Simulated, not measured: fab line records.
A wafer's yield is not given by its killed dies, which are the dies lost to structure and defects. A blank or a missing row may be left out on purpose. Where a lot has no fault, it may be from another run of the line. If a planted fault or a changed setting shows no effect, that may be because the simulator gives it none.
fab line records	flow nand-harc	part 1 of 2: steps 1 to 15 of 26
record: lots: 5	wafers: 15	last-day: 30
route steps=1302 shown A_STAIRCASE@699
lots that met no fault: taken from a fault-free run of the same line
start-h: the number of hours between the record's first day and the start of the first shown wafer of the lot	wait-h: time in hours since the lot's previous step	" the same as in the row above	L1.1+2: one row covering several wafers at once	- either no value or no given start	* or withheld: withheld	< > ~ a bound
route shown NAME@n: names a module that has steps shown in the file, with the first one's number in the route	usual: mean/standard deviation taken from wafers without a fault	same: alike in all rows	chamber/n: place in a boat	sites: the reading at each site	_std_site: standard deviation across them	_edge_site: inner sites' mean taken away from outer sites' mean	radius-mm: how far each site lies from the wafer's centre	mask NAME#n: copy n	behind: the tool/chamber that last shaped the wafer	hold: what put the lot on hold/how long, in hours/how the hold closed	device: names the non-switching transistor (n, p or np)	end of line: the tests these same wafers got at the end of their route	a step given without rows: its recipe and nothing more	killed: not the wafer's yield, but the dies lost to structure and defects at the first sort	map: the dies of a wafer, with x for killed, . for not killed, _ for no die there
set.NAME: the run value of the setting; set.NAME@STEP: its run value at that earlier step	model.NAME: the simulator's own value behind a step, which no gauge read
lots at selected steps of the route; one table per step, one row per wafer
services: when a tool's chamber went out of use (start-h, in hours from the record's first day, below 0 if earlier), for how many hours, and the reason
== steps ==
step: NHARC_A_STAIRCASE_HARDBAKE_185
recipe: temp-c: 120	time-s: 140
usual: exhaust-pa: 45.0/0.77	resist-line-temp-C: 23.04/0.11
lot.wafer	tool	chamber	start-h	wait-h	exhaust-pa	resist-line-temp-C
L076.1	litho-track-03	0	369.79	-	45.0	22.95
L076.4	"	0	"	"	45.7	23.00
L076.5	"	0	"	"	45.1	23.00
L077.1	litho-track-07	0	382.31	-	45.2	22.96
L077.3	"	0	"	"	47.2	23.14
L077.4	"	0	"	"	46.0	23.07
L080.4	litho-track-02	0	415.63	-	44.5	23.06
L080.5	"	0	"	"	45.3	23.01
L080.6	"	0	"	"	44.6	23.10
L083.1	litho-track-07	0	436.25	-	44.9	23.07
L083.3	"	0	"	"	44.3	23.06
L083.6	"	0	"	"	44.7	23.03
L089.3	litho-track-02	0	498.69	-	44.8	22.83
L089.4	"	0	"	"	44.1	22.87
L089.6	"	0	"	"	45.2	22.99
step: NHARC_A_STAIRCASE_DESCUM_186
recipe: time-s: 3	o2-flow-sccm: 200	ar-flow-sccm: 0	bias-power-w: 0	chemistry: O2
usual: drypump-motor-current-A: 5.9/0.49	oes-product-au: 0.998/0.0082	rf-vpp-V: 57.7/0.96	showerhead-plenum-p-Torr: 1.93/0.077	throttle-valve-pct: 11.312/0.0082
lot.wafer	tool	chamber	start-h	wait-h	drypump-motor-current-A	oes-product-au	rf-hours-counter-h	rf-vpp-V	showerhead-plenum-p-Torr	throttle-valve-pct
L076.4	rie-diel-04	3	370.00	-	6.0	0.999	2	58.7	2.04	11.305
L076.1	"	0	"	"	5.2	1.001	2	59.2	1.84	11.312
L076.5	"	2	"	"	6.3	1.004	-	58.7	1.97	11.319
L077.1	rie-diel-11	2	382.40	-	6.1	1.010	32	58.7	1.97	11.316
L077.3	"	3	"	"	5.0	0.996	39	58.2	1.90	11.316
L077.4	"	1	"	"	6.2	0.997	36	59.0	2.00	11.311
L080.4	rie-diel-04	1	415.82	-	6.6	1.009	18	56.1	1.77	11.316
L080.5	"	1	"	"	6.6	1.005	-	57.7	1.77	11.327
L080.6	"	2	"	"	6.2	1.000	-	57.5	1.97	11.313
L083.3	rie-diel-04	3	436.35	-	6.0	1.001	26	58.7	2.03	11.310
L083.1	"	0	"	"	5.3	0.993	22	58.2	1.84	11.302
L083.6	"	3	"	"	6.0	1.001	-	57.2	2.03	11.292
L089.4	rie-diel-04	3	498.81	-	6.0	1.005	-	58.2	2.02	11.307
L089.3	"	2	"	"	6.2	1.001	-	58.1	1.96	11.319
L089.6	"	3	"	"	6.0	0.995	-	58.3	2.02	11.314
step: NHARC_A_STAIRCASE_TRIM_187
recipe: time-s: 211.2	o2-flow-sccm: 500	ar-flow-sccm: 0	bias-w: 0	chemistry: O2
usual: drypump-motor-current-A: 5.9/0.5	oes-product-au: 0.998/0.0072	rf-vpp-V: 57.7/0.92	showerhead-plenum-p-Torr: 3.55/0.14	throttle-valve-pct: 17.036/0.0086
lot.wafer	tool	chamber	start-h	wait-h	drypump-motor-current-A	oes-product-au	rf-hours-counter-h	rf-vpp-V	showerhead-plenum-p-Torr	throttle-valve-pct
L076.1	rie-diel-04	1	370.25	0.2	6.6	0.994	2	57.4	3.29	17.042
L076.4	"	2	"	"	6.2	0.999	2	58.9	3.63	17.024
L076.5	"	0	"	"	5.3	0.999	-	57.4	3.40	17.010
L077.1	rie-diel-11	2	382.48	0.1	6.1	1.003	32	58.7	3.62	17.038
L077.4	"	0	"	"	6.3	1.003	42	57.7	3.64	17.033
L077.3	"	1	"	"	6.2	0.992	36	58.0	3.68	17.049
L080.4	rie-diel-04	3	415.90	0.1	6.0	1.005	21	57.9	3.73	17.042
L080.6	"	3	"	"	6.0	1.011	-	58.4	3.73	17.045
L080.5	"	0	"	"	5.3	1.005	-	57.4	3.40	17.022
L083.3	rie-diel-04	0	436.42	0.1	5.3	0.995	22	57.6	3.39	17.042
L083.1	"	1	"	"	6.6	0.993	23	57.1	3.28	17.047
L083.6	"	1	"	"	6.6	0.992	-	57.9	3.28	17.029
L089.4	rie-diel-04	2	498.97	0.1	6.2	0.987	-	56.2	3.61	17.029
L089.3	"	3	"	"	6.0	1.001	-	57.6	3.72	17.037
L089.6	"	3	"	"	6.0	0.995	-	57.1	3.72	17.052
step: NHARC_A_STAIRCASE_ETCH_188
recipe: target-depth-a: 1000	time-s: 40.5	ion-energy-ev: 400	c4f8-flow-sccm: 20	o2-flow-sccm: 10	ar-flow-sccm: withheld	rf-w: 600	bias-w: 1000	chemistry: C4F8/O2
usual: oes-product-au: 0.938/0.012	rf-vpp-V: 897/5
lot.wafer	tool	chamber	start-h	wait-h	oes-product-au	rf-hours-counter-h	rf-vpp-V
L076.4	rie-diel-04	2	-	-	0.923	2	899
L076.1	"	0	"	"	0.925	2	891
L076.5	"	2	"	"	0.925	-	899
L077.3	rie-diel-11	0	-	-	0.957	42	898
L077.4	"	1	"	"	0.956	36	902
L077.1	"	2	"	"	0.936	32	899
L080.4	rie-diel-04	2	-	-	0.922	22	899
L080.6	"	3	"	"	0.927	-	903
L080.5	"	0	"	"	0.922	-	891
L083.3	rie-diel-04	3	-	-	0.946	26	903
L083.1	"	0	"	"	0.947	22	892
L083.6	"	3	"	"	0.950	-	904
L089.4	rie-diel-04	3	-	-	0.929	-	902
L089.3	"	2	"	"	0.928	-	899
L089.6	"	3	"	"	0.926	-	903
step: NHARC_A_STAIRCASE_TRIM_189
recipe: time-s: 211.2	o2-flow-sccm: 500	ar-flow-sccm: 0	bias-w: 0	chemistry: O2
usual: drypump-motor-current-A: 5.9/0.52	oes-product-au: 0.996/0.0071	rf-vpp-V: 57.8/0.84	showerhead-plenum-p-Torr: 3.55/0.14	throttle-valve-pct: 17.037/0.0092
lot.wafer	tool	chamber	start-h	wait-h	drypump-motor-current-A	oes-product-au	rf-hours-counter-h	rf-vpp-V	showerhead-plenum-p-Torr	throttle-valve-pct
L076.1	rie-diel-04	0	-	-	5.3	1.002	3	56.7	3.40	17.035
L076.4	"	1	"	"	6.6	0.996	2	57.1	3.29	17.045
L076.5	"	0	"	"	5.3	1.004	-	57.7	3.40	17.036
L077.1	rie-diel-11	0	-	-	6.3	0.996	42	59.1	3.64	17.019
L077.3	"	1	"	"	6.2	0.993	36	57.2	3.68	17.032
L077.4	"	2	"	"	6.1	1.003	32	57.9	3.62	17.040
L080.4	rie-diel-04	1	-	-	6.6	0.999	18	58.1	3.28	17.039
L080.6	"	1	"	"	6.6	0.998	-	56.4	3.28	17.051
L080.5	"	2	"	"	6.3	0.996	-	56.8	3.62	17.020
L083.3	rie-diel-04	3	-	-	6.0	1.009	26	56.5	3.73	17.032
L083.1	"	2	"	"	6.2	0.993	28	56.5	3.62	17.045
L083.6	"	0	"	"	5.3	1.001	-	57.3	3.39	17.036
L089.4	rie-diel-04	2	-	-	6.2	0.994	-	57.7	3.61	17.043
L089.3	"	3	"	"	6.0	0.998	-	58.1	3.71	17.049
L089.6	"	2	"	"	6.2	0.989	-	57.7	3.61	17.042
step: NHARC_A_STAIRCASE_ETCH_190
recipe: target-depth-a: 1000	time-s: 40.5	ion-energy-ev: 400	c4f8-flow-sccm: 20	o2-flow-sccm: 10	ar-flow-sccm: withheld	rf-w: 600	bias-w: 1000	chemistry: C4F8/O2
usual: oes-product-au: 0.940/0.0092	rf-vpp-V: 897/5
lot.wafer	tool	chamber	start-h	wait-h	oes-product-au	rf-hours-counter-h	rf-vpp-V
L076.4	rie-diel-04	2	-	-	0.930	2	900
L076.1	"	3	"	"	0.936	3	904
L076.5	"	3	"	"	0.935	-	904
L077.4	rie-diel-11	2	-	-	0.955	32	898
L077.1	"	3	"	"	0.940	39	896
L077.3	"	0	"	"	0.945	42	900
L080.4	rie-diel-04	0	-	-	0.958	19	892
L080.5	"	2	"	"	0.928	-	898
L080.6	"	3	"	"	0.941	-	903
L083.3	rie-diel-04	2	-	-	0.954	28	900
L083.1	"	1	"	"	0.956	23	887
L083.6	"	3	"	"	0.937	-	903
L089.4	rie-diel-04	3	-	-	0.934	-	902
L089.3	"	2	"	"	0.929	-	900
L089.6	"	2	"	"	0.927	-	900
step: NHARC_A_STAIRCASE_TRIM_191
recipe: time-s: 211.2	o2-flow-sccm: 500	ar-flow-sccm: 0	bias-w: 0	chemistry: O2
usual: drypump-motor-current-A: 5.9/0.49	oes-product-au: 0.997/0.0077	rf-vpp-V: 57.9/0.92	showerhead-plenum-p-Torr: 3.56/0.13	throttle-valve-pct: 17.037/0.0087
lot.wafer	tool	chamber	start-h	wait-h	drypump-motor-current-A	oes-product-au	rf-hours-counter-h	rf-vpp-V	showerhead-plenum-p-Torr	throttle-valve-pct
L076.1	rie-diel-04	3	-	-	6.0	0.997	3	57.3	3.74	17.041
L076.4	"	0	"	"	5.3	0.993	3	55.5	3.40	17.037
L076.5	"	2	"	"	6.2	0.989	-	56.9	3.63	17.033
L077.4	rie-diel-11	2	-	-	6.1	0.997	32	57.5	3.62	17.057
L077.3	"	0	"	"	6.3	0.988	42	58.5	3.64	17.022
L077.1	"	1	"	"	6.2	0.994	36	58.8	3.68	17.031
L080.4	rie-diel-04	3	-	-	6.0	0.994	21	58.4	3.73	17.037
L080.5	"	2	"	"	6.2	0.991	-	57.6	3.62	17.033
L080.6	"	3	"	"	6.0	0.995	-	58.1	3.73	17.036
L083.1	rie-diel-04	0	-	-	5.3	0.995	22	57.0	3.39	17.033
L083.3	"	1	"	"	6.6	1.002	23	57.3	3.28	17.040
L083.6	"	3	"	"	6.0	0.995	-	58.8	3.73	17.038
L089.3	rie-diel-04	3	-	-	6.0	0.998	-	57.7	3.72	17.033
L089.4	"	2	"	"	6.2	0.978	-	59.0	3.61	17.037
L089.6	"	2	"	"	6.2	0.999	-	58.8	3.61	17.033
step: NHARC_A_STAIRCASE_ETCH_192
recipe: target-depth-a: 1000	time-s: 40.5	ion-energy-ev: 400	c4f8-flow-sccm: 20	o2-flow-sccm: 10	ar-flow-sccm: withheld	rf-w: 600	bias-w: 1000	chemistry: C4F8/O2
usual: oes-product-au: 0.942/0.0095	rf-vpp-V: 897/5.2
lot.wafer	tool	chamber	start-h	wait-h	oes-product-au	rf-hours-counter-h	rf-vpp-V
L076.4	rie-diel-04	3	-	-	0.934	3	905
L076.1	"	2	"	"	0.922	3	899
L076.5	"	3	"	"	0.928	-	905
L077.4	rie-diel-11	1	-	-	0.933	36	902
L077.1	"	2	"	"	0.942	32	898
L077.3	"	0	"	"	0.941	42	901
L080.4	rie-diel-04	3	-	-	0.931	21	905
L080.5	"	0	"	"	0.943	-	892
L080.6	"	1	"	"	0.932	-	886
L083.1	rie-diel-04	2	-	-	0.946	28	899
L083.3	"	1	"	"	0.936	23	885
L083.6	"	3	"	"	0.948	-	902
L089.3	rie-diel-04	2	-	-	0.937	-	899
L089.4	"	3	"	"	0.941	-	902
L089.6	"	2	"	"	0.939	-	899
step: NHARC_A_STAIRCASE_TRIM_193
recipe: time-s: 211.2	o2-flow-sccm: 500	ar-flow-sccm: 0	bias-w: 0	chemistry: O2
usual: drypump-motor-current-A: 5.9/0.5	oes-product-au: 0.997/0.008	rf-vpp-V: 57.9/0.87	showerhead-plenum-p-Torr: 3.55/0.14	throttle-valve-pct: 17.035/0.0079
lot.wafer	tool	chamber	start-h	wait-h	drypump-motor-current-A	oes-product-au	rf-hours-counter-h	rf-vpp-V	showerhead-plenum-p-Torr	throttle-valve-pct
L076.1	rie-diel-04	3	-	-	6.0	0.999	3	57.1	3.74	17.025
L076.4	"	0	"	"	5.2	0.999	3	58.3	3.40	17.038
L076.5	"	1	"	"	6.6	0.999	-	58.4	3.29	17.027
L077.4	rie-diel-11	0	-	-	6.3	1.005	43	57.7	3.64	17.031
L077.3	"	2	"	"	6.1	0.998	32	58.4	3.62	17.041
L077.1	"	3	"	"	5.0	1.011	39	58.4	3.50	17.052
L080.4	rie-diel-04	2	-	-	6.2	0.991	22	59.0	3.62	17.033
L080.6	"	1	"	"	6.6	1.000	-	57.1	3.28	17.030
L080.5	"	2	"	"	6.2	0.992	-	57.5	3.62	17.045
L083.1	rie-diel-04	3	-	-	6.0	0.988	27	58.7	3.73	17.031
L083.3	"	0	"	"	5.3	1.002	22	58.0	3.39	17.032
L083.6	"	2	"	"	6.2	0.999	-	58.8	3.62	17.031
L089.3	rie-diel-04	3	-	-	6.0	1.003	-	58.8	3.71	17.033
L089.4	"	2	"	"	6.2	0.991	-	58.0	3.61	17.029
L089.6	"	3	"	"	6.0	1.006	-	59.5	3.71	17.034
step: NHARC_A_STAIRCASE_ETCH_194
recipe: target-depth-a: 1000	time-s: 40.5	ion-energy-ev: 400	c4f8-flow-sccm: 20	o2-flow-sccm: 10	ar-flow-sccm: withheld	rf-w: 600	bias-w: 1000	chemistry: C4F8/O2
usual: oes-product-au: 0.945/0.014	rf-vpp-V: 897/5.2
lot.wafer	tool	chamber	start-h	wait-h	oes-product-au	rf-hours-counter-h	rf-vpp-V
L076.4	rie-diel-04	2	-	-	0.932	3	900
L076.1	"	3	"	"	0.939	3	903
L076.5	"	0	"	"	0.939	-	894
L077.3	rie-diel-11	1	-	-	0.944	36	901
L077.1	"	3	"	"	0.949	39	895
L077.4	"	0	"	"	0.940	43	901
L080.4	rie-diel-04	1	-	-	0.941	18	887
L080.5	"	0	"	"	0.948	-	891
L080.6	"	1	"	"	0.940	-	887
L083.1	rie-diel-04	3	-	-	0.923	27	903
L083.3	"	2	"	"	0.932	28	898
L083.6	"	3	"	"	0.927	-	904
L089.4	rie-diel-04	2	-	-	0.928	-	901
L089.3	"	3	"	"	0.938	-	903
L089.6	"	3	"	"	0.946	-	904
step: NHARC_A_STAIRCASE_TRIM_196
recipe: time-s: 211.2	o2-flow-sccm: 500	ar-flow-sccm: 0	bias-w: 0	chemistry: O2
usual: drypump-motor-current-A: 5.9/0.49	oes-product-au: 0.997/0.0074	rf-vpp-V: 57.9/0.88	showerhead-plenum-p-Torr: 3.56/0.14	throttle-valve-pct: 17.037/0.0088
lot.wafer	tool	chamber	start-h	wait-h	drypump-motor-current-A	oes-product-au	rf-hours-counter-h	rf-vpp-V	showerhead-plenum-p-Torr	throttle-valve-pct
L076.1	rie-diel-04	0	371.99	0.1	5.3	1.007	3	56.7	3.40	17.039
L076.4	"	2	"	"	6.2	1.003	3	59.1	3.63	17.026
L076.5	"	0	"	"	5.3	1.012	-	58.0	3.40	17.043
L077.4	rie-diel-11	0	383.50	0.1	6.3	0.993	43	56.5	3.64	17.029
L077.3	"	2	"	"	6.1	0.997	32	58.3	3.62	17.029
L077.1	"	3	"	"	5.0	0.995	39	58.7	3.50	17.042
L080.5	rie-diel-04	2	417.01	0.1	6.3	0.984	-	58.6	3.62	17.047
L080.4	"	3	"	"	6.0	0.999	-	55.6	3.73	17.040
L080.6	"	1	"	"	6.6	0.981	-	56.6	3.28	17.036
L083.1	rie-diel-12	3	437.47	0.1	6.1	0.998	53	58.2	3.43	17.021
L083.3	"	1	"	"	5.5	0.991	57	58.6	3.60	17.054
L083.6	"	0	"	"	5.0	0.994	-	56.7	3.44	17.035
L089.4	rie-diel-04	3	500.49	0.2	6.0	0.999	-	56.7	3.71	17.025
L089.3	"	2	"	"	6.3	0.985	-	58.2	3.61	17.044
L089.6	"	2	"	"	6.2	0.987	-	58.9	3.61	17.028
step: NHARC_A_STAIRCASE_ETCH_197
recipe: target-depth-a: 1000	time-s: 40.5	ion-energy-ev: 400	c4f8-flow-sccm: 20	o2-flow-sccm: 10	ar-flow-sccm: withheld	rf-w: 600	bias-w: 1000	chemistry: C4F8/O2
usual: oes-product-au: 0.949/0.014	rf-vpp-V: 897/5.2
lot.wafer	tool	chamber	start-h	wait-h	oes-product-au	rf-hours-counter-h	rf-vpp-V
L076.4	rie-diel-04	3	-	-	0.941	4	903
L076.1	"	2	"	"	0.944	3	899
L076.5	"	0	"	"	0.931	-	891
L077.1	rie-diel-11	3	-	-	0.939	39	895
L077.3	"	1	"	"	0.932	37	902
L077.4	"	2	"	"	0.958	32	899
L080.6	rie-diel-04	2	-	-	0.945	-	899
L080.4	"	3	"	"	0.937	-	903
L080.5	"	1	"	"	0.954	-	887
L083.1	rie-diel-12	2	-	-	0.967	54	900
L083.3	"	3	"	"	0.967	53	892
L083.6	"	2	"	"	0.974	-	900
L089.4	rie-diel-04	3	500.75	0.2	0.938	-	903
L089.3	"	2	"	"	0.943	-	899
L089.6	"	3	"	"	0.944	-	903
step: NHARC_A_STAIRCASE_TRIM_198
recipe: time-s: 211.2	o2-flow-sccm: 500	ar-flow-sccm: 0	bias-w: 0	chemistry: O2
usual: drypump-motor-current-A: 5.9/0.51	oes-product-au: 0.997/0.0075	rf-vpp-V: 57.9/0.92	showerhead-plenum-p-Torr: 3.55/0.14	throttle-valve-pct: 17.037/0.0089
lot.wafer	tool	chamber	start-h	wait-h	drypump-motor-current-A	oes-product-au	rf-hours-counter-h	rf-vpp-V	showerhead-plenum-p-Torr	throttle-valve-pct
L076.1	rie-diel-04	2	-	-	6.3	0.996	3	60.0	3.63	17.038
L076.4	"	0	"	"	5.3	0.993	4	55.8	3.40	17.039
L076.5	"	2	"	"	6.2	0.996	-	57.5	3.63	17.051
L077.3	rie-diel-11	3	-	-	5.0	0.996	39	57.7	3.50	17.015
L077.4	"	1	"	"	6.2	0.998	37	57.8	3.68	17.025
L077.1	"	2	"	"	6.1	0.996	33	57.4	3.62	17.039
L080.4	rie-diel-04	1	-	-	6.6	1.006	-	57.5	3.28	17.045
L080.6	"	2	"	"	6.2	0.996	-	57.7	3.62	17.036
L080.5	"	3	"	"	6.0	1.002	-	58.5	3.73	17.023
L083.1	rie-diel-12	0	-	-	5.0	0.996	55	58.4	3.44	17.041
L083.3	"	3	"	"	6.1	0.996	53	56.1	3.43	17.043
L083.6	"	1	"	"	5.5	0.988	-	57.7	3.60	17.047
L089.4	rie-diel-04	2	500.89	0.1	6.2	0.993	-	58.0	3.61	17.034
L089.3	"	3	"	"	6.0	1.008	-	59.2	3.71	17.031
L089.6	"	3	"	"	6.0	1.004	-	57.4	3.71	17.033
step: NHARC_A_STAIRCASE_ETCH_199
recipe: target-depth-a: 1000	time-s: 40.5	ion-energy-ev: 400	c4f8-flow-sccm: 20	o2-flow-sccm: 10	ar-flow-sccm: withheld	rf-w: 600	bias-w: 1000	chemistry: C4F8/O2
usual: oes-product-au: 0.944/0.0094	rf-vpp-V: 897/5.2
lot.wafer	tool	chamber	start-h	wait-h	oes-product-au	rf-hours-counter-h	rf-vpp-V
L076.4	rie-diel-04	1	-	-	0.942	3	888
L076.1	"	2	"	"	0.933	3	900
L076.5	"	1	"	"	0.937	-	886
L077.1	rie-diel-11	2	-	-	0.941	33	899
L077.4	"	3	"	"	0.935	40	895
L077.3	"	1	"	"	0.950	37	900
L080.6	rie-diel-04	2	-	-	0.945	-	899
L080.4	"	3	"	"	0.947	-	904
L080.5	"	1	"	"	0.946	-	887
L083.1	rie-diel-12	1	-	-	0.955	57	898
L083.3	"	2	"	"	0.970	54	900
L083.6	"	1	"	"	0.944	-	898
L089.4	rie-diel-04	2	-	-	0.941	-	900
L089.3	"	3	"	"	0.946	-	901
L089.6	"	2	"	"	0.938	-	898
step: NHARC_A_STAIRCASE_TRIM_200
recipe: time-s: 211.2	o2-flow-sccm: 500	ar-flow-sccm: 0	bias-w: 0	chemistry: O2
usual: drypump-motor-current-A: 5.9/0.48	oes-product-au: 0.998/0.0076	rf-vpp-V: 57.9/0.9	showerhead-plenum-p-Torr: 3.56/0.14	throttle-valve-pct: 17.037/0.0085
lot.wafer	tool	chamber	start-h	wait-h	drypump-motor-current-A	oes-product-au	rf-hours-counter-h	rf-vpp-V	showerhead-plenum-p-Torr	throttle-valve-pct
L076.4	rie-diel-04	0	-	-	5.3	0.997	4	57.2	3.40	17.030
L076.1	"	1	"	"	6.6	1.004	3	56.1	3.29	17.041
L076.5	"	3	"	"	6.0	0.997	-	57.9	3.74	17.046
L077.3	rie-diel-11	3	-	-	5.0	1.006	40	57.4	3.50	17.030
L077.4	"	0	"	"	6.3	1.002	43	58.0	3.64	17.042
L077.1	"	1	"	"	6.2	0.994	37	58.7	3.68	17.042
L080.6	rie-diel-04	3	-	-	6.0	0.997	-	57.9	3.73	17.024
L080.5	"	1	"	"	6.6	0.992	-	57.7	3.28	17.043
L080.4	"	2	"	"	6.2	0.994	-	58.7	3.62	17.040
L083.1	rie-diel-12	2	-	-	5.4	1.001	54	57.5	3.62	17.037
L083.3	"	1	"	"	5.5	0.992	57	57.9	3.60	17.035
L083.6	"	2	"	"	5.4	1.005	-	57.9	3.62	17.035
L089.4	rie-diel-04	2	-	-	6.2	0.985	-	57.8	3.61	17.025
L089.3	"	3	"	"	6.0	0.996	-	58.1	3.71	17.038
L089.6	"	3	"	"	6.0	1.000	-	58.1	3.71	17.039
